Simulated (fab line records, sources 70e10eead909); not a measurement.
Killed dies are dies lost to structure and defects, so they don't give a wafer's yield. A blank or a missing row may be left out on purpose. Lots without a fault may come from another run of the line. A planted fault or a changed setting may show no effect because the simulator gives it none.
Chamber matching | flow nand_harc | NHARC_A_STAIRCASE_TRIM_187 on rie_diel-13: 4 sister chambers
The step chemistry O2, time 211.2 s. 14 wafers are shown with their chamber, then 7 later ones without.

WAFERS WITH THEIR CHAMBER
wafer  | chamber | showerhead_plenum_p_Torr (Torr) | drypump_motor_current_A (A) | oes_product_au (a.u.)
L080.2 | 3       | 3.31                            | 5.6                         | 1.008
L080.4 | 2       | 3.51                            | 6.5                         | 0.995
L080.6 | 2       | 3.51                            | 6.5                         | 1.014
L079.2 | 0       | 3.61                            | 6.3                         | 0.991
L079.3 | 2       | 3.51                            | 6.5                         | 1.001
L079.4 | 1       | 3.80                            | 6.4                         | 0.984
L082.1 | 2       | 3.51                            | 6.5                         | 1.016
L082.4 | 2       | 3.51                            | 6.5                         | 1.018
L082.5 | 3       | 3.30                            | 5.6                         | 1.009
L084.2 | 1       | 3.79                            | 6.5                         | 0.979
L084.5 | 0       | 3.60                            | 6.4                         | 0.997
L084.6 | 1       | 3.79                            | 6.4                         | 0.980
L085.2 | 1       | 3.79                            | 6.4                         | 0.984
L085.3 | 2       | 3.50                            | 6.5                         | 1.011

SIGNATURES (means of the wafers above)
reading                  | chamber 0 | chamber 1 | chamber 2 | chamber 3 | scatter within a chamber
showerhead_plenum_p_Torr | 3.6050    | 3.7925    | 3.5083    | 3.3050    | 0.00508
drypump_motor_current_A  | 6.350     | 6.425     | 6.500     | 5.600     | 0.0354
oes_product_au           | 0.99400   | 0.98175   | 1.00917   | 1.00850   | 0.00677
Rule: a wafer's distance from a chamber is the root of the sum, over the readings, of the square of ((its reading less the chamber's mean) divided by the reading's scatter). The wafer belongs to the nearest chamber; if the next one is less than 2 further off, it can't be placed. The scatter: the root of (the sum of the squares of (reading less its chamber's mean) over the shown wafers, divided by (wafers less chambers)).

WAFERS WITHOUT THEIR CHAMBER
wafer  | showerhead_plenum_p_Torr (Torr) | drypump_motor_current_A (A) | oes_product_au (a.u.)
L085.5 | 3.29                            | 5.6                         | 1.008
L092.1 | 3.80                            | 5.6                         | 1.002
L092.3 | 3.78                            | 6.4                         | 0.991
L092.5 | 3.80                            | 5.6                         | 1.007
L097.2 | 3.80                            | 5.6                         | 0.990
L097.3 | 3.77                            | 6.5                         | 0.990
L097.4 | 3.48                            | 6.5                         | 0.999

WHICH CHAMBER EACH WENT THROUGH
wafer  | from the rows above | in truth
L085.5 | 3                   | 3
L092.1 | 1                   | 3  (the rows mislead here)
L092.3 | 1                   | 1
L092.5 | 1                   | 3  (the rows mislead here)
L097.2 | 1                   | 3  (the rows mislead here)
L097.3 | 1                   | 1
L097.4 | 2                   | 2
Placed correctly: 4 of 7. Can't be placed from these rows: 0. Placed wrongly: 3.
